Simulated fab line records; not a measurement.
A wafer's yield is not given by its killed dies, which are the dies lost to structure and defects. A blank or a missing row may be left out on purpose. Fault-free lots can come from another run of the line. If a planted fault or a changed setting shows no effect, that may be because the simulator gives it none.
The tool behind it: which one? / flow nandHarc / Sampling: 24 lots, 72 wafers, 3 of 1159 route steps

## WHAT THE GAUGES READ, wafer by wafer
NHARC_A_CONTACT_CD_MEAS_53.
lot=L074; measured=day 16 10:49; on=cdSem-02; cdNm (nm)=190.3 190.6 190.6
lot=L078; measured=day 16 22:00; on=cdSem-03; cdNm (nm)=189.3 189.2 190.0
lot=L075; measured=day 16 22:29; on=cdSem-03; cdNm (nm)=189.5 190.2 188.8
lot=L076; measured=day 17 03:38; on=cdSem-02; cdNm (nm)=190.6 190.1 190.3
lot=L080; measured=day 17 04:31; on=cdSem-01; cdNm (nm)=188.7 189.6 188.5
lot=L079; measured=day 17 08:23; on=cdSem-02; cdNm (nm)=189.5 189.2 188.9
lot=L077; measured=day 17 10:09; on=cdSem-01; cdNm (nm)=190.1 190.3 190.0
lot=L081; measured=day 18 11:21; on=cdSem-01; cdNm (nm)=190.3 189.8 191.3
lot=L082; measured=day 18 11:38; on=cdSem-02; cdNm (nm)=189.6 190.2 189.9
lot=L083; measured=day 18 21:31; on=cdSem-01; cdNm (nm)=188.9 189.1 189.2
lot=L085; measured=day 18 22:38; on=cdSem-01; cdNm (nm)=189.6 189.4 188.9
lot=L084; measured=day 19 03:08; on=cdSem-03; cdNm (nm)=189.6 189.2 189.6
lot=L087; measured=day 19 11:49; on=cdSem-01; cdNm (nm)=190.0 190.8 190.1
lot=L088; measured=day 20 04:22; on=cdSem-03; cdNm (nm)=190.5 190.4 190.2
lot=L086; measured=day 20 08:40; on=cdSem-01; cdNm (nm)=189.3 190.5 190.0
lot=L089; measured=day 20 10:36; on=cdSem-01; cdNm (nm)=190.0 190.3 190.2
lot=L090; measured=day 20 15:24; on=cdSem-01; cdNm (nm)=188.8 189.6 189.3
lot=L092; measured=day 20 20:05; on=cdSem-02; cdNm (nm)=189.7 189.9 189.7
lot=L095; measured=day 20 23:04; on=cdSem-03; cdNm (nm)=190.7 191.2 190.9
lot=L091; measured=day 21 01:07; on=cdSem-02; cdNm (nm)=188.6 188.3 188.8
lot=L094; measured=day 21 03:11; on=cdSem-01; cdNm (nm)=189.9 189.6 189.7
lot=L093; measured=day 21 10:46; on=cdSem-03; cdNm (nm)=189.9 190.3 189.9
lot=L096; measured=day 22 01:26; on=cdSem-01; cdNm (nm)=188.3 187.7 187.3
lot=L097; measured=day 22 05:47; on=cdSem-03; cdNm (nm)=188.7 189.9 189.2

## TOOL THAT RAN EACH LOT (tool first, then ch and the chambers of the sampled wafers, then the start)
lot=L074; NHARC_A_CONTACT_ETCH_111=harCapEtch-01 ch 0,1, day 16 08:47; NHARC_A_CONTACT_ETCH_119=harCapEtch-01 ch 0,1, day 16 09:37
lot=L078; NHARC_A_CONTACT_ETCH_111=harCapEtch-01 ch 1, day 16 19:59; NHARC_A_CONTACT_ETCH_119=harCapEtch-01 ch 1, day 16 20:48
lot=L075; NHARC_A_CONTACT_ETCH_111=harCapEtch-03 ch 0,1, day 16 20:29; NHARC_A_CONTACT_ETCH_119=harCapEtch-03 ch 0,1, day 16 21:17
lot=L076; NHARC_A_CONTACT_ETCH_111=harCapEtch-03 ch 0,1, day 17 01:37; NHARC_A_CONTACT_ETCH_119=harCapEtch-03 ch 0,1, day 17 02:28
lot=L080; NHARC_A_CONTACT_ETCH_111=harCapEtch-02 ch 0,1, day 17 02:28; NHARC_A_CONTACT_ETCH_119=harCapEtch-02 ch 0,1, day 17 03:18
lot=L079; NHARC_A_CONTACT_ETCH_111=harCapEtch-02 ch 0,1, day 17 06:23; NHARC_A_CONTACT_ETCH_119=harCapEtch-02 ch 0,1, day 17 07:11
lot=L077; NHARC_A_CONTACT_ETCH_111=harCapEtch-01 ch 0, day 17 08:07; NHARC_A_CONTACT_ETCH_119=harCapEtch-01 ch 0, day 17 08:56
lot=L081; NHARC_A_CONTACT_ETCH_111=harCapEtch-02 ch 0,1, day 18 09:22; NHARC_A_CONTACT_ETCH_119=harCapEtch-02 ch 0,1, day 18 10:11
lot=L082; NHARC_A_CONTACT_ETCH_111=harCapEtch-01 ch 0,1, day 18 09:41; NHARC_A_CONTACT_ETCH_119=harCapEtch-01 ch 0,1, day 18 10:29
lot=L083; NHARC_A_CONTACT_ETCH_111=harCapEtch-01 ch 0,1, day 18 19:30; NHARC_A_CONTACT_ETCH_119=harCapEtch-01 ch 0,1, day 18 20:20
lot=L085; NHARC_A_CONTACT_ETCH_111=harCapEtch-03 ch 0,1, day 18 20:39; NHARC_A_CONTACT_ETCH_119=harCapEtch-03 ch 0,1, day 18 21:28
lot=L084; NHARC_A_CONTACT_ETCH_111=harCapEtch-03 ch 0,1, day 19 01:08; NHARC_A_CONTACT_ETCH_119=harCapEtch-03 ch 0,1, day 19 01:58
lot=L087; NHARC_A_CONTACT_ETCH_111=harCapEtch-01 ch 0,1, day 19 09:49; NHARC_A_CONTACT_ETCH_119=harCapEtch-01 ch 0,1, day 19 10:37
lot=L088; NHARC_A_CONTACT_ETCH_111=harCapEtch-03 ch 0,1, day 20 02:23; NHARC_A_CONTACT_ETCH_119=harCapEtch-03 ch 0,1, day 20 03:12
lot=L086; NHARC_A_CONTACT_ETCH_111=harCapEtch-01 ch 0,1, day 20 06:40; NHARC_A_CONTACT_ETCH_119=harCapEtch-01 ch 0,1, day 20 07:29
lot=L089; NHARC_A_CONTACT_ETCH_111=harCapEtch-02 ch 0,1, day 20 08:38; NHARC_A_CONTACT_ETCH_119=harCapEtch-02 ch 0,1, day 20 09:26
lot=L090; NHARC_A_CONTACT_ETCH_111=harCapEtch-01 ch 0,1, day 20 13:24; NHARC_A_CONTACT_ETCH_119=harCapEtch-01 ch 0,1, day 20 14:13
lot=L092; NHARC_A_CONTACT_ETCH_111=harCapEtch-02 ch 0,1, day 20 18:05; NHARC_A_CONTACT_ETCH_119=harCapEtch-02 ch 0,1, day 20 18:55
lot=L095; NHARC_A_CONTACT_ETCH_111=harCapEtch-01 ch 0,1, day 20 21:04; NHARC_A_CONTACT_ETCH_119=harCapEtch-01 ch 0,1, day 20 21:53
lot=L091; NHARC_A_CONTACT_ETCH_111=harCapEtch-01 ch 0,1, day 20 23:10; NHARC_A_CONTACT_ETCH_119=harCapEtch-01 ch 0,1, day 20 23:58
lot=L094; NHARC_A_CONTACT_ETCH_111=harCapEtch-03 ch 0,1, day 21 01:10; NHARC_A_CONTACT_ETCH_119=harCapEtch-03 ch 0,1, day 21 01:59
lot=L093; NHARC_A_CONTACT_ETCH_111=harCapEtch-02 ch 0,1, day 21 08:44; NHARC_A_CONTACT_ETCH_119=harCapEtch-02 ch 0,1, day 21 09:34
lot=L096; NHARC_A_CONTACT_ETCH_111=harCapEtch-02 ch 0,1, day 21 23:25; NHARC_A_CONTACT_ETCH_119=harCapEtch-02 ch 0,1, day 22 00:14
lot=L097; NHARC_A_CONTACT_ETCH_111=harCapEtch-03 ch 0,1, day 22 03:45; NHARC_A_CONTACT_ETCH_119=harCapEtch-03 ch 0,1, day 22 04:35
- NHARC_A_CONTACT_ETCH_111: etches the open film in C4F8/O2/Ar, time 140 s, target depth 700 nm.
- NHARC_A_CONTACT_ETCH_119: etches the open film in C4F8/O2/Ar, time 94 s, target depth 922 nm.

## AS READ BY THE TOOLS THEMSELVES (means over the sampled wafers that have a number; for cases with no such wafer, the mark the record gives instead)
The record holds no such reading with a usual standard deviation.

## THE ANSWER, worked out from the rows above alone
Rule: what is usual is taken from the lots themselves. The widest of any qualifying gaps counts: lots, ordered by their means at a reading, are off when they make up no more than a third of the lots, leave a main group of 4 or more, and stand apart from it by 3 or more times the standard deviation of that group's means. Not used: any main group whose means are identical at the precision the tables above print for the reading. A lot without any number at a reading at which 4 lots or more have one is off too. Any other lot the step has rows for is counted as sound. First the gauges in route order, then the tools' own readings, where a lot's mean is used as printed above. The first step at which some lot is off is used, and at that step the reading that is off furthest; a lot without a number counts as furthest.
No lot is off at any reading shown: from this, nothing can be told.

## WHAT WAS PUT IN BY THE SIMULATOR
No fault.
